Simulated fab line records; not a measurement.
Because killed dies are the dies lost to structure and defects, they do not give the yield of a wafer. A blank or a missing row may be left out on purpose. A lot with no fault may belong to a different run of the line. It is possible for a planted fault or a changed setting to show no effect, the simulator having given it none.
Which of the tools did it? | flow nandHarc | Sampling: 6 lots, 17 wafers, 5 of 1159 route steps

## WHAT EACH GAUGE READ, for each wafer
NHARC_END_SORT_01.
lot  | measured     | on        | killedAtArray
L397 | day 21 14:20 | prober-02 | 461 25
L401 | day 21 22:11 | prober-01 | 356 468 37

## TOOL THAT RAN EACH LOT (tool first, then ch and the chambers of the sampled wafers, then the start)
lot  | NHARC_A_STAIRCASE_TRIM_200                   | NHARC_A_STAIRCASE_TRIM_229        | NHARC_A_STAIRCASE_TRIM_233        | NHARC_A_STAIRCASE_TRIM_235
L397 | rieDiel-05 ch 0,2, day 13 04:32 or earlier   | rieDiel-13 ch 1,3, day 13 04:32   | rieDiel-13 ch 0,1, day 13 05:07   | rieDiel-13 ch 0,1, day 21 14:20 or earlier
L401 | rieDiel-05 ch 0,1,2, day 13 19:32 or earlier | rieDiel-13 ch 0,2,3, day 13 19:32 | rieDiel-13 ch 1,2,3, day 13 20:09 | rieDiel-13 ch 1,2,3, day 21 22:11 or earlier
L402 | rieDiel-08 ch 0,2,3, day 14 13:22 or earlier | rieDiel-08 ch 1,2,3, day 14 13:22 | rieDiel-08 ch 1,2,3, day 14 13:50 | rieDiel-08 ch 0,1,3, no start
L406 | rieDiel-05 ch 0,3, day 14 20:18 or earlier   | rieDiel-05 ch 0,3, day 14 20:18   | rieDiel-05 ch 1,3, day 14 20:48   | rieDiel-05 ch 0,2, no start
L411 | rieDiel-13 ch 0,2, day 16 18:08 or earlier   | rieDiel-13 ch 0,1,3, day 16 18:08 | rieDiel-13 ch 0,1,2, day 16 19:15 | rieDiel-13 ch 0,1, no start
L412 | rieDiel-05 ch 0,1, day 16 23:55 or earlier   | rieDiel-05 ch 0,1,3, day 16 23:55 | rieDiel-05 ch 0,2,3, day 17 00:28 | rieDiel-05 ch 0,1,2, no start
- NHARC_A_STAIRCASE_TRIM_200: chemistry O2, time 211.2 s.
- NHARC_A_STAIRCASE_TRIM_229: chemistry O2, time 211.2 s.
- NHARC_A_STAIRCASE_TRIM_233: chemistry O2, time 211.2 s.
- NHARC_A_STAIRCASE_TRIM_235: chemistry O2, time 211.2 s.

## THE ANSWER, worked out from the rows above alone
Rule: usual is defined by the lots themselves. The widest of any qualifying gaps counts: lots, ordered by their means at a reading, are off when they make up no more than a third of the lots, leave a main group of 4 or more, and stand apart from it by 3 or more times the standard deviation of that group's means. Not used: any main group whose means are identical at the precision the tables above print for the reading. Also off: a lot with no number at a reading for which 4 or more lots have one. The other lots that the step has rows for count as sound.
Across all readings shown, no lot is off: no conclusion can be drawn from this.

## WHAT THE SIMULATOR HAD INSERTED
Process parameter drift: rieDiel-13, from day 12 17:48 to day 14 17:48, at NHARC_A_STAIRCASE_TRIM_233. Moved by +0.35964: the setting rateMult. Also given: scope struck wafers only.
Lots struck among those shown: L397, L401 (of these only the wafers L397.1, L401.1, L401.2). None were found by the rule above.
